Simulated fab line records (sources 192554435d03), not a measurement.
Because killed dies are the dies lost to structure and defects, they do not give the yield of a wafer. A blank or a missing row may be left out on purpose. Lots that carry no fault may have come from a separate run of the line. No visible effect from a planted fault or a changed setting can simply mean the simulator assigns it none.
Lot-split experiment + flow n5 finfet + 7 lots, 39 wafers read, on a route of 1938 steps

== SPLIT DETAILS ==
At N5_DUMMY_GATE_ETCH_37 (etches SOC in N2/H2, target depth 60 nm, overetch 30 nm), the setting source w was moved away from the recipe's 840 W on 12 of the 39 wafers read, by -11.9% to +12.2%. All remaining wafers had this setting at the recipe value.

The reading comes from the split's own step.

== THE READING ==
rf vpp V, in V, at N5_DUMMY_GATE_ETCH_37 (etches SOC in N2/H2, target depth 60 nm, overetch 30 nm). Fault-free wafers of this fab line usually give 524.0 V, standard deviation 2.4 V.

| wafer  | tool, chamber at the split | source w as run, W | against the recipe | rf vpp V, V | against lot-mates on the recipe |
|--------|----------------------------|--------------------|--------------------|-------------|---------------------------------|
| L074.1 | rie diel-05, 0             | 840                | recipe             | 525.8       | -                               |
| L074.2 | rie diel-05, 1             | 778.1              | -7.4%              | 535.6       | +11.8                           |
| L074.3 | rie diel-05, 2             | 778.1              | -7.4%              | 539.5       | +15.7                           |
| L074.4 | rie diel-05, 3             | 778.1              | -7.4%              | 536.3       | +12.5                           |
| L074.5 | rie diel-05, 1             | 840                | recipe             | 518.9       | -                               |
| L074.6 | rie diel-05, 2             | 840                | recipe             | 526.6       | -                               |
| L075.1 | rie diel-04, 1             | 884.7              | +5.3%              | 518.3       | -5.5                            |
| L075.2 | rie diel-04, 2             | 840                | recipe             | 522.0       | -                               |
| L075.3 | rie diel-04, 0             | 840                | recipe             | 522.6       | -                               |
| L075.4 | rie diel-04, 2             | 884.7              | +5.3%              | 512.9       | -10.9                           |
| L075.5 | rie diel-04, 0             | 884.7              | +5.3%              | 513.5       | -10.3                           |
| L075.6 | rie diel-04, 1             | 840                | recipe             | 526.9       | -                               |
| L082.1 | rie diel-05, 3             | 840                | recipe             | 521.3       | -                               |
| L082.2 | rie diel-05, 1             | 840                | recipe             | 520.0       | -                               |
| L082.3 | rie diel-05, 2             | 740.4              | -11.9%             | 546.5       | +25.9                           |
| L082.4 | rie diel-05, 0             | 740.4              | -11.9%             | 549.7       | +29.1                           |
| L082.5 | rie diel-05, 2             | 740.4              | -11.9%             | 549.6       | +29.0                           |
| L082.6 | rie diel-05, 1             | 840                | recipe             | 520.4       | -                               |
| L086.1 | rie diel-05, 3             | 840                | recipe             | 521.5       | -                               |
| L086.2 | rie diel-05, 2             | 840                | recipe             | 525.6       | -                               |
| L086.4 | rie diel-05, 0             | 840                | recipe             | 527.0       | -                               |
| L087.1 | rie diel-04, 0             | 840                | recipe             | 522.3       | -                               |
| L087.2 | rie diel-04, 2             | 840                | recipe             | 521.4       | -                               |
| L087.3 | rie diel-04, 1             | 840                | recipe             | 526.0       | -                               |
| L087.4 | rie diel-04, 0             | 840                | recipe             | 521.6       | -                               |
| L087.5 | rie diel-04, 1             | 840                | recipe             | 526.3       | -                               |
| L087.6 | rie diel-04, 2             | 840                | recipe             | 522.8       | -                               |
| L092.1 | rie diel-06, 2             | 840                | recipe             | 525.7       | -                               |
| L092.2 | rie diel-06, 3             | 840                | recipe             | 526.5       | -                               |
| L092.3 | rie diel-06, 1             | 840                | recipe             | 521.0       | -                               |
| L092.4 | rie diel-06, 0             | 840                | recipe             | 526.9       | -                               |
| L092.5 | rie diel-06, 3             | 840                | recipe             | 527.9       | -                               |
| L092.6 | rie diel-06, 0             | 840                | recipe             | 524.8       | -                               |
| L096.1 | rie diel-05, 1             | 840                | recipe             | 519.7       | -                               |
| L096.2 | rie diel-05, 0             | 942.6              | +12.2%             | 506.9       | -15.2                           |
| L096.3 | rie diel-05, 2             | 840                | recipe             | 525.4       | -                               |
| L096.4 | rie diel-05, 3             | 840                | recipe             | 521.3       | -                               |
| L096.5 | rie diel-05, 2             | 942.6              | +12.2%             | 504.4       | -17.7                           |
| L096.6 | rie diel-05, 3             | 942.6              | +12.2%             | 501.7       | -20.4                           |

THE FIT
A straight line over all 39 wafers: rf vpp V changes by -1.82 V for each +1% of source w; r = -0.96; the points scatter about the line by 2.8 V.
The same after taking each lot's own level away (the mean of its wafers on the recipe; 39 wafers): -1.86 V for each +1%; r = -0.96; scatter 3 V.
Per that fit: largest source w move, reading shift of 23 V.
The span of the lots' own levels, 520.57 to 525.47 V, comes to 2.0 times the standard deviation stated above.
The two slopes agree, so the slope changes little with the lot-to-lot level.
Check: for one of the wafers moved furthest among these (+12.2%), held out of the fit, the line's prediction against its lot-mates is -23.2 V. It came out at -15.2 V against them.
Tool readings at the split's step, against how far the setting was moved: rf vpp V r = -0.96.

== THE FILE'S OWN FIT ==
rf vpp V changes by -1.87 V for each +1% of source w, r = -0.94.
